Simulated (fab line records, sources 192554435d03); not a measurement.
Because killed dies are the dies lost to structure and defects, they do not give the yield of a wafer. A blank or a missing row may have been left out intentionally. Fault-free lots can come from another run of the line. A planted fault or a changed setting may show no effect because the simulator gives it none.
What tool caused it? | flow n5-finfet | 24 lots with 72 wafers sampled at 3 steps, on a route of 1938 steps

WHAT THE GAUGES SHOWED, per wafer
N5_HKMG_FIN_INSPECT_14: inspects for defects (macro).
lot  | measured     | on                | raw-defect-count
L074 | day 4 02:32  | defect-inspect-01 | 2 1 3
L075 | day 4 09:11  | defect-inspect-01 | 3 3 2
L076 | day 4 18:45  | defect-inspect-02 | 2 2 3
L077 | day 4 20:38  | defect-inspect-02 | 1 3 4
L078 | day 5 03:50  | defect-inspect-01 | 3 2 2
L079 | day 5 09:04  | defect-inspect-01 | 1 4 2
L080 | day 5 14:37  | defect-inspect-01 | 2 2 2
L081 | day 5 23:13  | defect-inspect-01 | 2 1 4
L082 | day 6 06:41  | defect-inspect-01 | 0 3 1
L083 | day 6 12:37  | defect-inspect-01 | 1 2 2
L084 | day 6 19:42  | defect-inspect-01 | 3 5 3
L085 | day 7 02:16  | defect-inspect-02 | 2 4 1
L086 | day 7 08:17  | defect-inspect-02 | 2 2 4
L087 | day 7 15:37  | defect-inspect-02 | 4 1 1
L088 | day 7 18:11  | defect-inspect-01 | 0 3 0
L089 | day 8 02:05  | defect-inspect-02 | 4 1 1
L090 | day 8 03:35  | defect-inspect-02 | 2 2 2
L091 | day 8 14:05  | defect-inspect-02 | 4 2 3
L092 | day 8 18:03  | defect-inspect-02 | 1 2 4
L093 | day 9 01:54  | defect-inspect-02 | 4 0 3
L094 | day 9 04:01  | defect-inspect-02 | 2 1 0
L095 | day 9 10:26  | defect-inspect-02 | 1 3 4
L096 | day 9 15:46  | defect-inspect-02 | 3 5 1
L097 | day 10 03:29 | defect-inspect-02 | 4 3 4

WHAT TOOL EACH LOT RAN ON (gives the tool, then ch and the chambers of the sampled wafers, and finally the start)
lot  | N5_HKMG_FIN_ETCH_55                | N5_HKMG_FIN_ALD_36
L074 | rie-diel-04 ch 0,2, day 3 23:07    | ald-metal-01 ch 1,3, day 4 01:19
L075 | rie-diel-04 ch 1,3, day 4 05:47    | ald-metal-02 ch 1,2, day 4 07:58
L076 | rie-diel-04 ch 1,2, day 4 15:30    | ald-metal-03 ch 0,1,2, day 4 17:32
L077 | rie-diel-06 ch 0,3, day 4 17:23    | ald-metal-03 ch 0,1,2, day 4 19:26
L078 | rie-diel-06 ch 0,1,3, day 5 00:28  | ald-metal-01 ch 0,1,2, day 5 02:37
L079 | rie-diel-06 ch 0,1,2, day 5 05:56  | ald-metal-02 ch 0,1,2, day 5 07:59
L080 | rie-diel-01 ch 2,3, day 5 11:14    | ald-metal-02 ch 1,2, day 5 13:32
L081 | rie-diel-01 ch 2,3, day 5 19:31    | ald-metal-02 ch 0,1, day 5 22:01
L082 | rie-diel-04 ch 0,1, day 6 03:25    | ald-metal-03 ch 2,3, day 6 05:28
L083 | rie-diel-04 ch 0,3, day 6 09:24    | ald-metal-03 ch 0,1,3, day 6 11:32
L084 | rie-diel-04 ch 0,1,2, day 6 16:21  | ald-metal-01 ch 1,2, day 6 18:37
L085 | rie-diel-06 ch 1,3, day 6 23:00    | ald-metal-02 ch 0,1, day 7 01:02
L086 | rie-diel-04 ch 0,2, day 7 05:10    | ald-metal-02 ch 0,1, day 7 07:13
L087 | rie-diel-06 ch 1,3, day 7 12:22    | ald-metal-03 ch 0,3, day 7 14:25
L088 | rie-diel-04 ch 0,1, day 7 14:53    | ald-metal-03 ch 0,3, day 7 16:56
L089 | rie-diel-01 ch 0,1, day 7 22:34    | ald-metal-01 ch 0,3, day 8 00:52
L090 | rie-diel-06 ch 1,2,3, day 8 00:25  | ald-metal-01 ch 2,3, day 8 02:23
L091 | rie-diel-04 ch 1,3, day 8 10:50    | ald-metal-01 ch 0,1,2, day 8 12:53
L092 | rie-diel-01 ch 0,1, day 8 14:31    | ald-metal-02 ch 2,3, day 8 16:49
L093 | rie-diel-06 ch 0,1,2, day 8 22:36  | ald-metal-03 ch 0,2,3, day 9 00:41
L094 | rie-diel-01 ch 0,2, day 9 00:41    | ald-metal-03 ch 0,1,2, day 9 02:49
L095 | rie-diel-06 ch 0,3, day 9 07:17    | ald-metal-03 ch 0,3, day 9 09:20
L096 | rie-diel-01 ch 1,2,3, day 9 12:31  | ald-metal-01 ch 0,1,3, day 9 14:34
L097 | rie-diel-01 ch 0,2,3, day 10 00:14 | ald-metal-01 ch 0,1,3, day 10 02:17
- N5_HKMG_FIN_ETCH_55: etches SOC in N2/H2, target depth 240 nm, time 300 s.
- N5_HKMG_FIN_ALD_36: deposits TiN, target thk 1 nm, pulse time 1 s, purge time 3 s.

WHAT THE TOOLS THEMSELVES READ (means of the sampled wafers that have a number; where no wafer has one, the mark that the record gives instead)
N5_HKMG_FIN_ETCH_55.
lot  | tool        | drypump-motor-current-A (A) | h2-flow-sccm (sccm) | n2-flow-sccm (sccm) | oes-product-au (a.u.) | rf-vpp-V (V) | showerhead-plenum-p-Torr (Torr) | throttle-valve-pct (%)
L074 | rie-diel-04 | 6.0                         | 200.3               | 199.9               | 0.71                  | 524.9        | 2.58                            | 17.80
L075 | rie-diel-04 | 5.8                         | 200.0               | 199.3               | 0.71                  | 527.4        | 2.62                            | 17.82
L076 | rie-diel-04 | 6.1                         | 199.8               | 200.0               | 0.76                  | 526.1        | 2.60                            | 18.00
L077 | rie-diel-06 | 5.1                         | 200.5               | 200.0               | 0.71                  | 524.6        | 2.53                            | 17.47
L078 | rie-diel-06 | 5.3                         | 200.3               | 200.0               | 0.76                  | 523.6        | 2.53                            | 17.60
L079 | rie-diel-06 | 5.5                         | 199.9               | 200.4               | 0.76                  | 525.3        | 2.60                            | 17.66
L080 | rie-diel-01 | 5.7                         | 200.4               | 200.6               | 0.88                  | 526.7        | 2.66                            | 17.49
L081 | rie-diel-01 | 5.5                         | 200.8               | 200.6               | 0.89                  | 525.9        | 2.63                            | 17.48
L082 | rie-diel-04 | 6.2                         | 200.0               | 200.4               | 0.84                  | 526.4        | 2.63                            | 17.86
L083 | rie-diel-04 | 5.7                         | 199.6               | 199.7               | 0.78                  | 525.8        | 2.59                            | 17.59
L084 | rie-diel-04 | 6.1                         | 200.4               | 200.5               | 0.82                  | 524.8        | 2.58                            | 17.79
L085 | rie-diel-06 | 5.2                         | 200.6               | 199.4               | 0.75                  | 522.6        | 2.46                            | 17.71
L086 | rie-diel-04 | 6.0                         | 199.1               | 200.2               | 0.88                  | 524.3        | 2.57                            | 17.53
L087 | rie-diel-06 | 5.4                         | 200.2               | 199.7               | 0.78                  | 523.5        | 2.52                            | 17.76
L088 | rie-diel-04 | 6.2                         | 200.0               | 200.3               | 0.81                  | 525.6        | 2.62                            | 17.87
L089 | rie-diel-01 | 5.5                         | 200.4               | 200.1               | 0.78                  | 527.1        | 2.64                            | 17.70
L090 | rie-diel-06 | 5.4                         | 200.2               | 199.8               | 0.73                  | 523.1        | 2.53                            | 17.77
L091 | rie-diel-04 | 5.7                         | 199.9               | 200.0               | 0.87                  | 525.6        | 2.60                            | 17.54
L092 | rie-diel-01 | 5.7                         | 200.3               | 199.6               | 0.84                  | 527.9        | 2.67                            | 17.50
L093 | rie-diel-06 | 5.5                         | 199.5               | 200.2               | 0.82                  | 525.0        | 2.59                            | 17.56
L094 | rie-diel-01 | 5.9                         | 199.9               | 199.5               | 0.85                  | 528.8        | 2.70                            | 17.38
L095 | rie-diel-06 | 5.0                         | 199.9               | 201.2               | 0.77                  | 522.3        | 2.47                            | 17.47
L096 | rie-diel-01 | 5.5                         | 200.0               | 200.1               | 0.79                  | 525.8        | 2.63                            | 17.67
L097 | rie-diel-01 | 5.7                         | 200.3               | 200.8               | 0.85                  | 527.0        | 2.65                            | 17.46

N5_HKMG_FIN_ALD_36.
lot  | tool         | heater-power-w (W) | precursor-pulse-height-rel
L074 | ald-metal-01 | 823                | 1.001
L075 | ald-metal-02 | 812                | 0.993
L076 | ald-metal-03 | 888                | 1.006
L077 | ald-metal-03 | 879                | 0.989
L078 | ald-metal-01 | 806                | 1.001
L079 | ald-metal-02 | 844                | 1.004
L080 | ald-metal-02 | 790                | 1.000
L081 | ald-metal-02 | 881                | 1.000
L082 | ald-metal-03 | 928                | 0.988
L083 | ald-metal-03 | 763                | 1.005
L084 | ald-metal-01 | 849                | 0.999
L085 | ald-metal-02 | 885                | 0.991
L086 | ald-metal-02 | 842                | 1.013
L087 | ald-metal-03 | 726                | 1.008
L088 | ald-metal-03 | 688                | 0.997
L089 | ald-metal-01 | 846                | 0.981
L090 | ald-metal-01 | 903                | 0.979
L091 | ald-metal-01 | 799                | 0.995
L092 | ald-metal-02 | 861                | 1.005
L093 | ald-metal-03 | 817                | 1.002
L094 | ald-metal-03 | 887                | 1.007
L095 | ald-metal-03 | 719                | 0.984
L096 | ald-metal-01 | 801                | 1.016
L097 | ald-metal-01 | 799                | 0.994

THE ANSWER, worked out from the rows above alone
Rule: usual is defined by the lots themselves. Put in order of their means at a reading, lots are off if they are a third of the lots or fewer, leave a main group of 4 or more, and stand apart from it by a gap of 3 or more times the standard deviation of the main group's means; of several such gaps the widest counts. If all means in a main group match to the digits the tables above print for the reading, that group is not used. Also off: a lot with no number at a reading for which 4 or more lots have one. Any other lot the step has rows for is counted as sound. Order of review: gauges by route order, followed by the tools' own readings, for which a lot's mean as printed above is used. The first step at which some lot is off is used, and at that step the reading that is off furthest; a lot without a number counts as furthest.
Across all readings shown, no lot is off: no conclusion can be drawn from this.

WHAT THE SIMULATOR HAD INSERTED
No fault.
